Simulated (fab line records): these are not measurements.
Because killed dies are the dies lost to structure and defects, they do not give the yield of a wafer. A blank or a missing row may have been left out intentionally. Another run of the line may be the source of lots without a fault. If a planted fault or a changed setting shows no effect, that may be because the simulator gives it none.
Lot-split experiment || flow n5 finfet || on a route of 1938 steps: 7 lots, 21 wafers read

## SPLIT DETAILS
At N5_BEOL_M0_SAQP_ETCH_107 (etches SiNx in CH3F/O2, target depth 30 nm), the setting bias w was moved away from the recipe's 73 W on 8 of the 21 wafers read, by -9.1% to +17.0%. For the rest of the wafers, this setting stayed at what the recipe calls for.

Reading taken at the split's own step.

## THE READING
rf vpp V, in V, at N5_BEOL_M0_SAQP_ETCH_107 (etches SiNx in CH3F/O2, target depth 30 nm). On this fab line, fault-free wafers typically give 298 V with a standard deviation of 3.6 V.

{"wafer": "L075.1", "tool, chamber at the split": "rie diel-04, 0", "bias w as run, W": 80.34, "against the recipe": "+10.1%", "rf vpp V, V": 316, "against lot-mates on the recipe": "+23"}
{"wafer": "L075.3", "tool, chamber at the split": "rie diel-04, 2", "bias w as run, W": 80.34, "against the recipe": "+10.1%", "rf vpp V, V": 326, "against lot-mates on the recipe": "+33"}
{"wafer": "L075.4", "tool, chamber at the split": "rie diel-04, 0", "bias w as run, W": 73, "against the recipe": "recipe", "rf vpp V, V": 293, "against lot-mates on the recipe": "-"}
{"wafer": "L081.1", "tool, chamber at the split": "rie diel-02, 2", "bias w as run, W": 66.33, "against the recipe": "-9.1%", "rf vpp V, V": 275, "against lot-mates on the recipe": -27}
{"wafer": "L081.2", "tool, chamber at the split": "rie diel-02, 3", "bias w as run, W": 73, "against the recipe": "recipe", "rf vpp V, V": 302, "against lot-mates on the recipe": "-"}
{"wafer": "L081.6", "tool, chamber at the split": "rie diel-02, 3", "bias w as run, W": 66.33, "against the recipe": "-9.1%", "rf vpp V, V": 280, "against lot-mates on the recipe": -22}
{"wafer": "L086.3", "tool, chamber at the split": "rie diel-05, 2", "bias w as run, W": 73, "against the recipe": "recipe", "rf vpp V, V": 296, "against lot-mates on the recipe": "-"}
{"wafer": "L086.5", "tool, chamber at the split": "rie diel-05, 3", "bias w as run, W": 73, "against the recipe": "recipe", "rf vpp V, V": 297, "against lot-mates on the recipe": "-"}
{"wafer": "L086.6", "tool, chamber at the split": "rie diel-05, 0", "bias w as run, W": 85.38, "against the recipe": "+17.0%", "rf vpp V, V": 341, "against lot-mates on the recipe": "+44"}
{"wafer": "L090.1", "tool, chamber at the split": "rie diel-04, 1", "bias w as run, W": 68.07, "against the recipe": "-6.8%", "rf vpp V, V": 283, "against lot-mates on the recipe": -18}
{"wafer": "L090.3", "tool, chamber at the split": "rie diel-04, 2", "bias w as run, W": 73, "against the recipe": "recipe", "rf vpp V, V": 301, "against lot-mates on the recipe": "-"}
{"wafer": "L090.6", "tool, chamber at the split": "rie diel-04, 1", "bias w as run, W": 73, "against the recipe": "recipe", "rf vpp V, V": 300, "against lot-mates on the recipe": "-"}
{"wafer": "L094.1", "tool, chamber at the split": "rie diel-02, 3", "bias w as run, W": 73, "against the recipe": "recipe", "rf vpp V, V": 302, "against lot-mates on the recipe": "-"}
{"wafer": "L094.3", "tool, chamber at the split": "rie diel-02, 0", "bias w as run, W": 73, "against the recipe": "recipe", "rf vpp V, V": 298, "against lot-mates on the recipe": "-"}
{"wafer": "L094.5", "tool, chamber at the split": "rie diel-02, 1", "bias w as run, W": 73, "against the recipe": "recipe", "rf vpp V, V": 293, "against lot-mates on the recipe": "-"}
{"wafer": "L095.1", "tool, chamber at the split": "rie diel-02, 3", "bias w as run, W": 73, "against the recipe": "recipe", "rf vpp V, V": 304, "against lot-mates on the recipe": "-"}
{"wafer": "L095.2", "tool, chamber at the split": "rie diel-02, 1", "bias w as run, W": 73, "against the recipe": "recipe", "rf vpp V, V": 295, "against lot-mates on the recipe": "-"}
{"wafer": "L095.4", "tool, chamber at the split": "rie diel-02, 0", "bias w as run, W": 73, "against the recipe": "recipe", "rf vpp V, V": 300, "against lot-mates on the recipe": "-"}
{"wafer": "L097.3", "tool, chamber at the split": "rie diel-05, 3", "bias w as run, W": 78.63, "against the recipe": "+7.7%", "rf vpp V, V": 315, "against lot-mates on the recipe": "+19"}
{"wafer": "L097.4", "tool, chamber at the split": "rie diel-05, 2", "bias w as run, W": 73, "against the recipe": "recipe", "rf vpp V, V": 296, "against lot-mates on the recipe": "-"}
{"wafer": "L097.6", "tool, chamber at the split": "rie diel-05, 3", "bias w as run, W": 78.63, "against the recipe": "+7.7%", "rf vpp V, V": 315, "against lot-mates on the recipe": "+19"}

FIT RESULTS
A straight line over all 21 wafers: rf vpp V changes by +2.34 V for each +1% of bias w; r = +0.97; the points scatter about the line by 3.5 V.
The same after taking each lot's own level away (the mean of its wafers on the recipe; 21 wafers): +2.65 V for each +1%; r = +0.99; scatter 2.8 V.
Per that fit: largest bias w move, reading shift of 45 V.
From 293.0 to 302.0 V: that is the span of the lots' own levels, equal to 2.5 times the standard deviation above.
Hence the slope depends on the lot-to-lot level, as the two fits are not the same.
Check: for one of the wafers moved furthest among these (+17.0%), held out of the fit, the line's prediction against its lot-mates is +45.2 V. Against them it came out at +44.5 V.
Tool readings at the split's step, against how far the setting was moved: rf vpp V r = +0.97.

## FURTHER SPLITS ON THESE WAFERS
These wafers also went through other splits before the reading. Each is held against what the fit with the lots' levels taken away leaves over:
{"other split on the same wafers": "N5_HKMG_FIN_ETCH_35 time s", "wafers away from the commonest value": 5, "r with rf vpp V (lot level and that fit taken away)": "+0.05"}
{"other split on the same wafers": "N5_HKMG_FIN_COAT_66 spin rpm", "wafers away from the commonest value": 6, "r with rf vpp V (lot level and that fit taken away)": -0.01}
{"other split on the same wafers": "N5_GATE_CUT_ETCH_56 icp w", "wafers away from the commonest value": 7, "r with rf vpp V (lot level and that fit taken away)": "+0.06"}
{"other split on the same wafers": "N5_MOL_CONTACT_COAG_ETCH_15 source w", "wafers away from the commonest value": 4, "r with rf vpp V (lot level and that fit taken away)": "+0.09"}
{"other split on the same wafers": "N5_MOL_CONTACT_COAG_COAT_63 spin rpm", "wafers away from the commonest value": 5, "r with rf vpp V (lot level and that fit taken away)": "+0.26"}
{"other split on the same wafers": "N5_MOL_CONTACT_COAG_EXPOSE_37 dose mj", "wafers away from the commonest value": 6, "r with rf vpp V (lot level and that fit taken away)": -0.24}
{"other split on the same wafers": "N5_BEOL_M0_SAQP_SPACER1_ALD_98 ald cycles", "wafers away from the commonest value": 9, "r with rf vpp V (lot level and that fit taken away)": "+0.00"}

## THE WHOLE CHAIN: every reading that the file lists as answering this split, in the file's order
{"step": "N5_BEOL_M0_SAQP_ETCH_107", "what it does": "etches SiNx in CH3F/O2, target depth 30 nm", "reading": "rf vpp V", "change (the file's fit)": "+2.65 V for each +1% of the setting", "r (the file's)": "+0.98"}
{"step": "N5_BEOL_M0_SAQP_ETCH_107", "what it does": "etches SiNx in CH3F/O2, target depth 30 nm", "reading": "BEOL_M0_SAQP.feature depth nm (the simulator's own value, which no gauge read)", "change (the file's fit)": "+0.098 nm for each +1% of the setting", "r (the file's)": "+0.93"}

## THE FILE'S OWN FIT
rf vpp V changes by +2.65 V for each +1% of bias w, r = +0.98.
